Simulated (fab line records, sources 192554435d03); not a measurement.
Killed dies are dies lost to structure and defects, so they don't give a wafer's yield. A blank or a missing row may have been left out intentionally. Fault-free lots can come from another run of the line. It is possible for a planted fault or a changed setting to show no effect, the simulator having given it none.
A lot that was struck, set against a sound lot ; flow n5Finfet ; 15 out of 1938 route steps
Sound: wafers L218.1, L218.3, L218.4. Struck: wafer L234.3. (L234.1, L234.6 of the same lot were not struck and are left out.) The cause comes at the end.
Each step with rows lists, per side, the tool, then ch with its chambers, then its first start. Under that, the readings that differ: sound wafers ; struck wafers ; difference of the means ; sigmas: that difference in standard deviations of wafers without a fault.
alike: words and numbers the same on both sides, and readings whose means are apart by under 2 such deviations; not compared: readings that were withheld, readings missing a value for some wafer, numbers with overlapping values and no deviation given by the record, and bounds like >300 which may hide the same value.
The two part at a step that has a row with sigmas, a row that says differs or no value, or rows on one side only. When numbers do not overlap yet have no deviation, they are printed without sigmas and do not part them. A reading that every wafer of one side lacks parts them only if that side has two wafers or more.

first, 7 steps without rows for these wafers: N5_BEOL_M2_COAT_73 (time 60 s, resist thk 5 nm); N5_BEOL_M2_COAT_05 (resist thk 30 nm); N5_BEOL_M2_EBR_07; N5_BEOL_M2_SOFTBAKE_06 (time 60 s); N5_BEOL_M2_EXPOSE_08 (exposes mask M2); N5_BEOL_M2_PEB_09 (peb time 60 s); N5_BEOL_M2_DEVELOP_10 (develop time 30 s).
N5_BEOL_M2_CD_MEAS_11: target cd 16.79 nm.
  sound on cdSem-02 ch 0, day 7 09:20; struck on cdSem-02 ch 0, day 11 10:50
  alike: cdNm
N5_BEOL_M2_OVL_MEAS_12:
  sound on overlay-02 ch 0, day 7 09:22; struck on overlay-01 ch 0, day 11 10:52
  alike: M2_OVL
N5_BEOL_M2_INSPECT_13: inspects for defects (brightfield).
  sound: defectInspect-02 at day 7 09:26; struck: defectInspect-01 at day 11 10:55
  alike: rawDefectCount
N5_BEOL_M2_DESCUM_16: chemistry O2, time 7 s.
  sound on rieDiel-06 ch 0,1,2, day 7 09:58; struck on rieDiel-02 ch 2, day 11 11:16
reading;sound;struck;difference;sigmas
rfHoursCounterH (h);106 191 197;207;+42;
  alike: drypumpMotorCurrentA, oesProductAu, rfVppV, showerheadPlenumPTorr, throttleValvePct
N5_BEOL_M2_ETCH_74: etches underlayer in N2/H2, target depth 6.5 nm, time 5.2 s.
  sound on rieDiel-06 ch 0,1,2, day 7 10:00; struck on rieDiel-02 ch 2, day 11 11:18
reading;sound;struck;difference;sigmas
rfHoursCounterH (h);106 191 197;207;+42;
  alike: drypumpMotorCurrentA, etchRfOnTimeS, oesProductAu, rfVppV, showerheadPlenumPTorr, throttleValvePct
N5_BEOL_M2_ETCH_63: etches SiARC in CF4, target depth 15.6 nm, time 26 s.
  sound on rieDiel-06 ch 0,1,2, day 7 10:01; struck on rieDiel-02 ch 2, day 11 11:19
reading;sound;struck;difference;sigmas
etchRfOnTimeS (s);25.9 25.6 25.6;20.3;-5.4;-12
rfHoursCounterH (h);106 191 197;207;+42;
  alike: drypumpMotorCurrentA, oesProductAu, rfVppV, showerheadPlenumPTorr, throttleValvePct
N5_BEOL_M2_ETCH_64: etches SOC in N2/H2, target depth 75 nm, overetch 22.5 nm, time 121.9 s.
  sound on rieDiel-06 ch 0,1,2, day 7 10:02; struck on rieDiel-02 ch 2, day 11 11:20
reading;sound;struck;difference;sigmas
rfHoursCounterH (h);106 191 197;207;+42;
  alike: drypumpMotorCurrentA, oesProductAu, rfVppV, showerheadPlenumPTorr, throttleValvePct
N5_BEOL_M4_RC_MEAS_101:
  sound on prober-02 ch 0, day 8 14:29; struck on prober-02 ch 0, day 12 16:51
reading;sound;struck;difference;sigmas
DIBL_N (mV/V);33.2 34.1 33.8;37.2;+3.5;+2
IOFF_P (nA/um);0.15 0.14 0.14;0.21;+0.07;+2
VT_P (mV);-258 -258 -260;-250;+9;+3
  alike: DIBL_P, IOFF_N, ION_N, ION_P, SS_N, SS_P, VT_N

== WHERE THEY PART ==
At N5_BEOL_M2_ETCH_63 first; at N5_BEOL_M4_RC_MEAS_101 last (within this record only).

WHY: the cause the simulator had injected
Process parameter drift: rieDiel-02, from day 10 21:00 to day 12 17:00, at N5_BEOL_M2_ETCH_63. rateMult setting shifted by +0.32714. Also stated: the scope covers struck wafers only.
